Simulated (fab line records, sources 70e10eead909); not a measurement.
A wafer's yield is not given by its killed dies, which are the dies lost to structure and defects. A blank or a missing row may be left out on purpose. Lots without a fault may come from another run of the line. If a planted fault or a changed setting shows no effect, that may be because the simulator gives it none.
A lot that was struck, set against a sound lot + flow nand-harc + 25 out of 1302 route steps
Sound: wafers L790.1, L790.2, L790.4. The struck wafers were L799.3, L799.4, L799.5. The cause is given at the end.
Per side, at each step with rows, come the tool, then ch with its chambers, and then its first start. Under that, the readings that differ: sound wafers + struck wafers + difference of the means + sigmas: that difference in standard deviations of wafers without a fault.
alike: same words and numbers on both sides, and readings whose means sit less than 2 such deviations apart. not compared: any withheld reading, any reading some wafer has no value for, any bound like >300 that may hide the same value, and any number with overlapping values for which the record gives no deviation.
A row with sigmas, a row that says differs or no value, or rows on one side alone: a step with any of these is where the two part. Numbers that don't overlap but have no deviation are shown without sigmas and don't part them. A reading that every wafer of one side lacks parts them only if that side has two wafers or more.

first, 1 step without rows for these wafers: NHARC_P_M0_SRD_25.
NHARC_P_M0_INSPECT_27:
  struck on defect-inspect-01, day 9 23:52; sound on defect-inspect-01, day 6 04:05
  alike: raw-defect-count
NHARC_P_M0_PRE_CLEAN_31: time 12 s.
  sound on pecvd-04 ch 0,1,2, day 6 04:10; struck on pecvd-04 ch 0,1,2, day 9 23:57
  alike: heater-power-w
NHARC_P_M0_DEP_32: deposits SiCN, target thk 30 nm.
  sound on pecvd-04 ch 0,1,2, day 6 04:16; struck on pecvd-04 ch 0,1,2, day 10 00:04
  alike: heater-power-w
then, 7 steps without rows for these wafers: NHARC_P_M1_DEP_00 (deposits SiOC, target thk 182.5 nm); NHARC_P_M1_DEHYDRATE_01 (time 120 s); NHARC_P_M1_HMDS_02 (time 30 s); NHARC_P_M1_COAT_34 (time 65 s); NHARC_P_M1_COAT_03 (resist thk 90 nm); NHARC_P_M1_SOFTBAKE_04 (time 55 s); NHARC_P_M1_EBR_05.
NHARC_P_M1_EXPOSE_06: exposes mask P M1, target cd 130 nm.
  sound on arfi-scanner-03 ch 0, day 6 05:13; struck on arfi-scanner-02 ch 0, day 10 01:07
  alike: mask
then, 2 steps without rows for these wafers: NHARC_P_M1_PEB_07 (peb time 65 s); NHARC_P_M1_DEVELOP_08 (develop time 35 s).
NHARC_P_M1_CD_MEAS_09 targets a cd of 130 nm.
  sound on cd-sem-01 ch 0, day 6 05:21; struck on cd-sem-02 ch 0, day 10 01:15
| reading    | sound             | struck            | difference | sigmas |
|------------|-------------------|-------------------|------------|--------|
| cd-nm (nm) | 130.0 130.1 129.7 | 135.8 134.6 135.8 | +5.5       | +9     |
NHARC_P_M1_OVL_MEAS_10: pitch 260 nm.
  struck on overlay-02, day 10 01:20; sound on overlay-02, day 6 05:26
  alike: overlay-x-nm, overlay-y-nm
NHARC_P_M1_INSPECT_11:
  struck on defect-inspect-01, day 10 01:22; sound on defect-inspect-01, day 6 05:28
  alike: raw-defect-count
NHARC_P_M1_DESCUM_14: chemistry O2, time 3 s.
  sound on rie-diel-04 ch 0,1,2, day 6 05:32; struck on rie-diel-13 ch 0,1,3, day 10 01:26
| reading               | sound             | struck            | difference | sigmas |
|-----------------------|-------------------|-------------------|------------|--------|
| model.P_M1.cd-nm (nm) | 130.4 129.9 129.9 | 136.1 134.8 136.3 | +5.7       |        |
  alike: drypump-motor-current-A, oes-product-au, rf-vpp-V, showerhead-plenum-p-Torr, throttle-valve-pct
  not compared: rf-hours-counter-h
NHARC_P_M1_ETCH_35: etches the open film in N2/H2, target depth 40 nm, overetch 12 nm, time 43.94 s.
  sound on rie-diel-04 ch 1,2,3, day 6 05:37; struck on rie-diel-13 ch 0,2, day 10 01:31
  alike: drypump-motor-current-A, n2-flow-sccm, oes-product-au, rf-vpp-V, showerhead-plenum-p-Torr, throttle-valve-pct
  not compared: rf-hours-counter-h
NHARC_P_M1_ETCH_15: etches the open film in C4F8/Ar, target depth 182.5 nm, time 91.2 s.
  sound: rie-diel-04 ch 1,2,3; struck: rie-diel-13 ch 0,2,3
| reading               | sound             | struck            | difference | sigmas |
|-----------------------|-------------------|-------------------|------------|--------|
| oes-product-au (a.u.) | 0.924 0.921 0.919 | 0.987 0.956 0.976 | +0.052     | +2     |
  alike: rf-vpp-V
  not compared: rf-hours-counter-h
NHARC_P_M1_CD_MEAS_16:
  struck on cd-sem-03, day 10 01:44; sound on cd-sem-03, day 6 05:50
| reading    | sound             | struck            | difference | sigmas |
|------------|-------------------|-------------------|------------|--------|
| cd-nm (nm) | 130.7 129.9 130.0 | 135.8 135.3 136.7 | +5.7       | +9     |
NHARC_P_M1_STRIP_18: strips in N2/H2.
  sound on rie-diel-13 ch 0,2,3, day 6 05:57; struck on rie-diel-13 ch 1,3, day 10 01:49
  alike: drypump-motor-current-A, n2-flow-sccm, oes-product-au, rf-vpp-V, showerhead-plenum-p-Torr, throttle-valve-pct
  not compared: rf-hours-counter-h
NHARC_P_M1_ETCH_28: etches the open film in CF4/N2, target depth 30 nm, time 72.99 s.
  sound: rie-diel-13 ch 0,2; struck: rie-diel-13 ch 1,2
| reading               | sound             | struck            | difference | sigmas |
|-----------------------|-------------------|-------------------|------------|--------|
| oes-product-au (a.u.) | 1.015 0.995 1.016 | 0.980 0.991 0.991 | -0.021     | -2     |
| model.P_M1.cd-nm (nm) | 130.5 130.2 130.1 | 136.1 135.3 136.3 | +5.6       |        |
  alike: drypump-motor-current-A, n2-flow-sccm, rf-vpp-V, showerhead-plenum-p-Torr, throttle-valve-pct
  not compared: rf-hours-counter-h
then, 1 step without rows for these wafers: NHARC_P_M1_STRIP_19 (strips in post etch residue remover, time 600 s).
-- record jumps: 22 days between struck wafers' starts before vs after; left off in module P_M1, resumes in module END, first step shown is number 1302 of the route --
NHARC_END_SORT_01:
  the record has rows for the struck wafers here (prober-01 ch 0, day 32 08:27) and none for the sound ones

## WHERE THEY PART
Earliest at NHARC_P_M1_CD_MEAS_09; latest, in this record, at NHARC_END_SORT_01.

WHY: whatever the simulator had introduced
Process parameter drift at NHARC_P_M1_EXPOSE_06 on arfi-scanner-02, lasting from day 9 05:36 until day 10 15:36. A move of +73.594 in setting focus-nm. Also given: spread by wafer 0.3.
